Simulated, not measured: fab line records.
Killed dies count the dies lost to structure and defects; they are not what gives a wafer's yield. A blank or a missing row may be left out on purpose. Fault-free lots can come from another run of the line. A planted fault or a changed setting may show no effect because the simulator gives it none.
fab line records	flow n5_finfet	part 2 of 2: steps 5 to 6 of 6
record lots=22	wafers=66	last_day=18
route steps=1938 shown BEOL_M1@754
lots that met no fault: from a run of the same line without faults
start_h: start of the lot's first displayed wafer, in hours after the record's first day	wait_h: hours since the lot's step before	" unchanged from the row above	L1.1+2: several wafers, shown together as one row	- either no value or no given start	* or withheld: withheld	< > ~ a bound
route shown NAME@n: names a module that has steps shown in the file, with the first one's number in the route	usual: mean and standard deviation over wafers with no fault	same: alike in all rows	chamber/n: place in a boat	sites: per-site readings	_std_site: the values' standard deviation	_edge_site: outer sites' mean less inner sites'	radius_mm: how far each site lies from the wafer's centre	mask NAME#n: copy n	behind: the last tool/chamber to shape the wafer	hold: reason for holding the lot/hours on hold/outcome of the hold	device: whichever transistor did not switch (one of n, p or np)	end of line: at the end of the route, the tests of the same wafers	a step given without rows: its recipe and nothing more	killed: dies lost to structure and defects at the first sort, not the wafer's yield	map: a wafer's dies, x killed, . not, _ none there
set.NAME: the run value of the setting; set.NAME@STEP: its run value at that earlier step	model.NAME: the simulator's own value behind a step, which no gauge read
one table for each step of the route and one row for each wafer, over a sample of lots
services: when a tool's chamber went out of use (start_h, in hours from the record's first day, below 0 if earlier), for how many hours, and the reason
## steps
# step N5_BEOL_M1_TRENCH_ETCH_37
# recipe chemistry=C4F6/O2	target_depth_a=552.07	target=SiOC	time_s=29	ion_energy_ev=250	pressure_mtorr=30	source_w=355	bias_w=185	Ar_flow_sccm=300	C4F6_flow_sccm=10	O2_flow_sccm=10
# usual C4F6_flow_sccm=10.00/0.032	drypump_motor_current_A=5.7/0.43	oes_product_au=0.78/0.096	rf_vpp_V=663/16	showerhead_plenum_p_Torr=2.88/0.1	throttle_valve_pct=20.9/0.3
lot.wafer	tool	chamber	start_h	wait_h	C4F6_flow_sccm	drypump_motor_current_A	oes_product_au	rf_hours_counter_h	rf_vpp_V	showerhead_plenum_p_Torr	throttle_valve_pct
L075.3	rie_diel-02	3	-	-	9.96	6.3	0.78	115	670	2.62	20.8
L075.4	"	0	"	"	9.99	5.7	0.75	162	692	2.94	21.0
L075.6	"	2	"	"	10.03	5.7	0.94	-	659	3.03	20.9
L076.2	rie_diel-01	1	-	-	9.97	5.2	0.69	193	655	2.98	21.2
L076.4	"	3	"	"	10.00	6.4	0.67	251	667	2.88	20.6
L076.5	"	1	"	"	10.02	5.2	0.70	-	655	2.98	21.2
L078.2	rie_diel-01	0	-	-	10.01	5.9	0.70	230	648	2.80	21.2
L078.4	"	1	"	"	9.99	5.2	0.70	-	656	2.97	21.2
L078.6	"	2	"	"	10.05	5.5	0.74	-	658	2.96	21.2
L079.3	rie_diel-02	2	-	-	10.03	5.7	0.93	26	661	3.02	20.9
L079.4	"	3	"	"	10.03	6.3	0.77	122	672	2.62	20.9
L079.5	"	3	"	"	10.01	6.3	0.77	-	670	2.62	20.8
L080.2	rie_diel-02	0	-	-	10.01	5.7	0.74	189	692	2.92	21.1
L080.3	"	3	"	"	9.95	6.3	0.76	140	673	2.61	20.9
L080.4	"	0	"	"	10.01	5.7	0.72	-	691	2.92	21.1
L081.1	rie_diel-06	3	-	-	10.01	5.1	0.97	14	635	2.81	20.9
L081.4	"	0	"	"	9.99	5.5	0.91	22	697	2.79	20.8
L081.5	"	0	"	"	9.97	5.5	0.92	-	699	2.79	20.8
L082.1	rie_diel-01	0	-	-	9.98	5.9	0.70	249	651	2.79	21.2
L082.5	"	0	"	"	9.97	5.9	0.69	-	650	2.79	21.2
L082.6	"	1	"	"	10.05	5.2	0.69	-	654	2.96	21.2
L083.2	rie_diel-01	1	-	-	10.03	5.2	0.68	221	655	2.96	21.2
L083.3	"	0	"	"	10.00	5.9	0.70	250	650	2.79	21.3
L083.4	"	2	"	"	10.04	5.5	0.72	222	657	2.95	21.2
L084.1	rie_diel-06	2	-	-	10.04	6.2	0.68	223	661	2.89	20.5
L084.2	"	0	"	"	10.00	5.5	0.90	23	699	2.79	20.7
L084.4	"	3	"	"	10.01	5.1	0.95	16	638	2.81	20.9
L086.1	rie_diel-06	2	-	-	9.98	6.2	0.69	224	661	2.89	20.5
L086.3	"	3	"	"	9.98	5.1	0.95	17	638	2.81	20.9
L086.4	"	0	"	"	9.96	5.5	0.91	24	699	2.79	20.8
L085.4	rie_diel-02	0	-	-	10.01	5.7	0.73	-	691	2.92	21.1
L085.5	"	3	"	"	10.00	6.3	0.75	-	671	2.61	20.9
L085.6	"	2	"	"	10.03	5.7	0.89	-	659	3.01	20.9
L087.3	rie_diel-06	1	-	-	10.00	5.2	0.81	79	684	2.98	21.1
L087.5	"	0	"	"	10.04	5.5	0.90	-	698	2.79	20.8
L087.6	"	3	"	"	9.94	5.1	0.94	-	635	2.81	20.9
L088.3	rie_diel-01	3	-	-	10.03	6.4	0.89	14	666	2.88	20.2
L088.5	"	2	"	"	10.03	5.5	0.73	-	658	2.95	21.2
L088.6	"	1	"	"	9.98	5.2	0.67	-	655	2.96	21.2
L089.3	rie_diel-06	1	-	-	10.00	5.2	0.81	80	684	2.98	21.1
L089.5	"	3	"	"	9.96	5.1	0.94	-	637	2.81	20.9
L089.6	"	1	"	"	10.04	5.2	0.80	-	684	2.98	21.1
L090.1	rie_diel-02	2	-	-	10.07	5.8	0.87	50	660	3.01	20.9
L090.4	"	0	"	"	10.04	5.7	0.72	195	691	2.92	21.1
L090.6	"	3	"	"	9.97	6.3	0.75	-	671	2.61	20.9
L091.1	rie_diel-06	1	-	-	10.04	5.2	0.80	88	684	2.97	21.1
L091.3	"	2	"	"	9.99	6.2	0.68	231	662	2.88	20.5
L091.5	"	1	"	"	10.05	5.2	0.80	-	686	2.97	21.1
L092.2	rie_diel-01	2	-	-	10.05	5.5	0.72	231	658	2.95	21.2
L092.4	"	0	"	"	9.99	5.9	0.94	3	652	2.79	20.9
L092.5	"	1	"	"	10.00	5.2	0.68	-	653	2.96	21.3
L093.2	rie_diel-01	0	-	-	10.05	5.9	0.93	6	649	2.79	20.8
L093.3	"	2	"	"	10.04	5.5	0.71	233	659	2.95	21.2
L093.4	"	3	"	"	9.97	6.4	0.87	26	665	2.87	20.2
L094.2	rie_diel-01	1	-	-	9.99	5.2	0.66	237	655	2.95	21.3
L094.4	"	3	"	"	10.01	6.3	0.85	27	664	2.87	20.2
L094.5	"	2	"	"	9.98	5.5	0.70	-	658	2.95	21.2
L095.2	rie_diel-01	1	-	-	10.00	5.2	0.67	243	653	2.95	21.3
L095.5	"	0	"	"	9.97	5.9	0.90	-	650	2.79	20.9
L095.6	"	1	"	"	9.97	5.2	0.67	-	655	2.95	21.3
L096.2	rie_diel-01	0	-	-	10.00	5.9	0.90	14	651	2.79	20.9
L096.3	"	3	"	"	10.01	6.3	0.86	34	665	2.87	20.3
L096.5	"	3	"	"	10.02	6.4	0.86	-	667	2.87	20.3
L097.2	rie_diel-01	3	-	-	10.01	6.4	0.84	38	667	2.87	20.3
L097.3	"	0	"	"	9.97	5.9	0.89	18	650	2.78	20.9
L097.5	"	1	"	"	9.96	5.2	0.66	-	656	2.95	21.3
# step N5_BEOL_M1_ETCH_41
# recipe chemistry=CH3F/O2	target=SiCN	target_depth_a=319	taper_deg=2	time_s=57.8	ion_energy_ev=120	mask_material=TiN	pressure_mtorr=30	source_w=395	bias_w=75	Ar_flow_sccm=150	CH3F_flow_sccm=30	O2_flow_sccm=20
# usual drypump_motor_current_A=5.7/0.43	oes_product_au=0.78/0.095	rf_vpp_V=297.8/1.7	showerhead_plenum_p_Torr=2.02/0.076	throttle_valve_pct=16.37/0.28
lot.wafer	tool	chamber	start_h	wait_h	drypump_motor_current_A	oes_product_au	rf_hours_counter_h	rf_vpp_V	showerhead_plenum_p_Torr	throttle_valve_pct
L075.3	rie_diel-02	3	-	-	6.3	0.78	115	292.9	1.84	16.32
L075.4	"	0	"	"	5.7	0.76	162	299.1	2.07	16.54
L075.6	"	2	"	"	5.7	0.95	-	298.7	2.13	16.22
L076.2	rie_diel-01	1	-	-	5.2	0.69	193	298.9	2.09	16.60
L076.4	"	3	"	"	6.4	0.68	251	298.8	2.03	16.21
L076.5	"	1	"	"	5.2	0.70	-	298.3	2.09	16.62
L078.2	rie_diel-01	0	-	-	5.9	0.71	230	298.4	1.97	16.70
L078.4	"	1	"	"	5.2	0.70	-	298.9	2.09	16.60
L078.6	"	2	"	"	5.5	0.75	-	300.4	2.08	16.59
L079.3	rie_diel-02	2	-	-	5.7	0.92	26	300.1	2.13	16.24
L079.4	"	3	"	"	6.3	0.77	122	294.5	1.84	16.35
L079.5	"	3	"	"	6.3	0.77	-	295.3	1.84	16.34
L080.2	rie_diel-02	0	-	-	5.7	0.72	189	298.2	2.06	16.58
L080.3	"	3	"	"	6.3	0.75	140	293.2	1.83	16.38
L080.4	"	0	"	"	5.7	0.73	-	297.2	2.06	16.58
L081.1	rie_diel-06	3	-	-	5.1	0.95	14	294.6	1.97	16.23
L081.4	"	0	"	"	5.5	0.92	22	297.3	1.96	16.13
L081.5	"	0	"	"	5.5	0.91	-	295.3	1.96	16.15
L082.1	rie_diel-01	0	-	-	5.9	0.69	249	297.5	1.96	16.72
L082.5	"	0	"	"	5.9	0.68	-	298.9	1.96	16.73
L082.6	"	1	"	"	5.2	0.67	-	299.5	2.08	16.65
L083.2	rie_diel-01	1	-	-	5.2	0.67	221	299.6	2.08	16.65
L083.3	"	0	"	"	5.9	0.70	250	296.6	1.96	16.74
L083.4	"	2	"	"	5.5	0.72	222	299.7	2.07	16.63
L084.1	rie_diel-06	2	-	-	6.2	0.68	223	299.0	2.04	16.09
L084.2	"	0	"	"	5.5	0.91	23	297.2	1.96	16.14
L084.4	"	3	"	"	5.1	0.94	16	296.6	1.97	16.22
L086.1	rie_diel-06	2	-	-	6.2	0.69	224	297.7	2.04	16.10
L086.3	"	3	"	"	5.1	0.94	17	295.2	1.97	16.24
L086.4	"	0	"	"	5.5	0.91	24	297.4	1.96	16.16
L085.4	rie_diel-02	0	-	-	5.7	0.73	-	297.3	2.06	16.59
L085.5	"	3	"	"	6.3	0.75	-	295.0	1.83	16.38
L085.6	"	2	"	"	5.7	0.89	-	299.2	2.12	16.28
L087.3	rie_diel-06	1	-	-	5.2	0.81	79	299.6	2.10	16.50
L087.5	"	0	"	"	5.5	0.89	-	295.5	1.96	16.15
L087.6	"	3	"	"	5.1	0.93	-	297.2	1.97	16.23
L088.3	rie_diel-01	3	-	-	6.3	0.88	14	298.9	2.02	15.76
L088.5	"	2	"	"	5.5	0.73	-	297.0	2.07	16.63
L088.6	"	1	"	"	5.2	0.68	-	298.5	2.08	16.66
L089.3	rie_diel-06	1	-	-	5.2	0.80	80	300.0	2.10	16.50
L089.5	"	3	"	"	5.1	0.93	-	296.6	1.97	16.24
L089.6	"	1	"	"	5.2	0.80	-	299.1	2.10	16.52
L090.1	rie_diel-02	2	-	-	5.8	0.88	50	300.4	2.12	16.30
L090.4	"	0	"	"	5.7	0.73	195	299.2	2.06	16.60
L090.6	"	3	"	"	6.3	0.75	-	293.8	1.83	16.38
L091.1	rie_diel-06	1	-	-	5.2	0.80	88	299.1	2.10	16.50
L091.3	"	2	"	"	6.2	0.68	231	298.7	2.04	16.11
L091.5	"	1	"	"	5.2	0.79	-	297.2	2.10	16.52
L092.2	rie_diel-01	2	-	-	5.5	0.71	231	298.0	2.07	16.65
L092.4	"	0	"	"	5.9	0.93	3	297.0	1.96	16.24
L092.5	"	1	"	"	5.2	0.67	-	299.5	2.08	16.66
L093.2	rie_diel-01	0	-	-	5.9	0.92	6	296.2	1.96	16.25
L093.3	"	2	"	"	5.5	0.71	233	299.6	2.07	16.65
L093.4	"	3	"	"	6.3	0.87	26	298.1	2.02	15.74
L094.2	rie_diel-01	1	-	-	5.2	0.67	237	297.4	2.08	16.67
L094.4	"	3	"	"	6.4	0.86	27	296.6	2.02	15.77
L094.5	"	2	"	"	5.5	0.71	-	298.9	2.07	16.65
L095.2	rie_diel-01	1	-	-	5.2	0.67	243	300.2	2.07	16.69
L095.5	"	0	"	"	5.9	0.90	-	296.8	1.96	16.26
L095.6	"	1	"	"	5.2	0.67	-	297.5	2.07	16.70
L096.2	rie_diel-01	0	-	-	5.9	0.89	14	297.0	1.96	16.24
L096.3	"	3	"	"	6.4	0.85	34	298.2	2.02	15.75
L096.5	"	3	"	"	6.4	0.86	-	297.9	2.02	15.79
L097.2	rie_diel-01	3	-	-	6.3	0.85	38	297.2	2.02	15.77
L097.3	"	0	"	"	5.9	0.91	18	294.3	1.95	16.26
L097.5	"	1	"	"	5.2	0.66	-	298.0	2.07	16.71
## services
tool	chamber	start_h	hours	kind
rie_diel-01	1	109.26	19.6	repair
pvd_sputter-02	-	117.44	1.7	repair
rie_diel-01	0	121.21	7.5	repair
rie_diel-06	0	123.19	-	clean
rie_diel-06	0	123.19	-	consumable_replace:focus_ring
rie_diel-06	0	123.19	19.6	scheduled_down
rie_diel-06	0	123.19	19.6	vent_cycle
rie_diel-01	3	148.32	7.9	repair
rie_diel-06	3	154.22	-	clean
rie_diel-06	3	154.22	-	consumable_replace:focus_ring
rie_diel-06	3	154.22	12.6	scheduled_down
rie_diel-01	3	156.65	-	clean
rie_diel-01	3	156.65	-	consumable_replace:focus_ring
rie_diel-01	3	156.65	21.4	scheduled_down
rie_diel-01	3	156.65	21.4	vent_cycle
rie_diel-02	1	196.13	24.9	repair
pvd_sputter-01	-	200.17	1.1	repair
rie_diel-01	0	211.47	-	clean
rie_diel-01	0	211.47	-	consumable_replace:focus_ring
rie_diel-01	0	211.47	18.4	scheduled_down
rie_diel-01	0	211.47	18.4	vent_cycle
rie_diel-01	2	218.89	6.3	repair
rie_diel-06	2	227.39	4.3	repair
rie_diel-06	1	244.69	4.1	repair
